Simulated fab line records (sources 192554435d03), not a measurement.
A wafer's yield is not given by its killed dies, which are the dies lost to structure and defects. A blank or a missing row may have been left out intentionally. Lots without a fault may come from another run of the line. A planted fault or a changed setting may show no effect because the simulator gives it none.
A struck lot beside a sound one	flow n5-finfet	15 out of 1938 route steps
Sound: the wafers L542.3, L542.4, L542.5. The struck wafers were L551.2, L551.5. The cause comes at the end.
Order at every step that has rows: each side's tool, ch and its chambers, its first start. Under that, the readings that differ: sound wafers	struck wafers	difference of the means	sigmas: that difference in standard deviations of wafers without a fault.
alike: readings whose means differ by less than 2 such deviations, and words and numbers that are the same on both sides. not compared: withheld readings, readings that some wafer has no value for, bounds like >300 that may hide the same value, and numbers for which the record gives no deviation and whose values overlap.
A row with sigmas, a row that says differs or no value, or rows on one side alone: a step with any of these is where the two part. When numbers do not overlap yet have no deviation, they are printed without sigmas and do not part them. Lack of a reading on every wafer of one side parts them only where that side has two or more wafers.

first, 3 steps without rows for these wafers: N5_BEOL_M6_EXPOSE_08 (exposes mask M6); N5_BEOL_M6_PEB_09 (peb time 60 s); N5_BEOL_M6_DEVELOP_10 (develop time 30 s).
N5_BEOL_M6_CD_MEAS_11: target cd 38.5 nm.
  sound on cd-sem-03 ch 0, day 11 02:59; struck on cd-sem-02 ch 0, day 12 21:46
  alike: cd-nm
N5_BEOL_M6_OVL_MEAS_12:
  sound on overlay-01 ch 0, day 11 03:00; struck on overlay-02 ch 0, day 12 21:48
  alike: M6_OVL
N5_BEOL_M6_INSPECT_13: inspects for defects (brightfield).
  sound on defect-inspect-02, day 11 03:02; struck on defect-inspect-01, day 12 21:50
  alike: raw-defect-count
N5_BEOL_M6_DESCUM_16: chemistry O2, time 7.9 s.
  sound on rie-diel-04 ch 2,3, day 11 03:04; struck on rie-diel-02 ch 0,2, day 12 22:01
  alike: drypump-motor-current-A, oes-product-au, rf-vpp-V, showerhead-plenum-p-Torr, throttle-valve-pct
  not compared: rf-hours-counter-h
N5_BEOL_M6_ETCH_61: etches SiARC in CF4, target depth 45.5 nm, time 75.8 s.
  sound on rie-diel-04 ch 2,3, day 11 03:07; struck on rie-diel-02 ch 0,2, day 12 22:03
  alike: bias-w, drypump-motor-current-A, etch-rf-on-time-s, oes-product-au, rf-vpp-V, showerhead-plenum-p-Torr, throttle-valve-pct
  not compared: rf-hours-counter-h
N5_BEOL_M6_ETCH_62: etches SOC in N2/H2, target depth 110 nm, overetch 22 nm, time 165 s.
  sound on rie-diel-04 ch 2,3, day 11 03:10; struck on rie-diel-02 ch 0,2, day 12 22:07
  alike: bias-w, drypump-motor-current-A, oes-product-au, rf-vpp-V, showerhead-plenum-p-Torr, throttle-valve-pct
  not compared: rf-hours-counter-h
then, 1 step without rows for these wafers: N5_BEOL_M6_STRIP_68 (strips in N2/H2).
N5_BEOL_M6_STRIP_67: strips in CF4.
  sound on rie-diel-04 ch 2,3, day 11 03:19; struck on rie-diel-02 ch 0,2, day 12 22:15
  alike: drypump-motor-current-A, oes-product-au, power-w, rf-vpp-V, showerhead-plenum-p-Torr, throttle-valve-pct
  not compared: rf-hours-counter-h
N5_BEOL_M6_HM_OPEN_17: chemistry Cl2/BCl3, target TiN, target depth 20 nm, overetch 6 nm.
  sound on rie-metal-03 ch 0,1, day 11 03:23; struck on rie-metal-03 ch 0,1, day 12 22:17
  alike: bias-w, drypump-motor-current-A, oes-product-au, throttle-valve-pct
  not compared: rf-hours-counter-h
N5_BEOL_M6_STRIP_19: strips in O2.
  sound on rie-diel-03 ch 2,3, day 11 03:28; struck on rie-diel-04 ch 1,3, day 12 22:24
reading	sound	struck	difference	sigmas
temp-c (C)	40.01 39.90 39.90	40.64 40.50	+0.63	+6
  alike: drypump-motor-current-A, oes-product-au, rf-vpp-V, showerhead-plenum-p-Torr, throttle-valve-pct
  not compared: rf-hours-counter-h
N5_BEOL_M6_CD_MEAS_18: pitch 80 nm, target cd 40 nm.
  sound on cd-sem-02, day 11 03:32; struck on cd-sem-03, day 12 22:29
  alike: cd-nm
-- record jumps: 4 days separate the struck wafers' starts on either side; left off in module BEOL_M6, taken up again in module PASSIVATION, whose first shown step is the route's number 1936 --
N5_PASSIVATION_PROBE_49:
  sound on prober-01, day 14 18:14; struck on prober-02, day 16 14:55
reading	sound	struck	difference	sigmas
killed-at-front-end	38 29	65	+32	+3
  alike: defect-limited-yield, killed_at_M0_to_M3, killed_at_M4_up, killed-at-contacts, killed-at-other, killed-dies, killed-open, killed-short, sort_bin_5_function, sort_bin_6_memory, sort-n-pass, sort-yield-pct

== WHERE THEY PART ==
First at N5_BEOL_M6_STRIP_19; last, within this record, at N5_PASSIVATION_PROBE_49.

WHY: whatever the simulator had introduced
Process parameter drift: rie-diel-04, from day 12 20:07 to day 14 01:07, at N5_BEOL_M6_STRIP_19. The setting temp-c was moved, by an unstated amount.
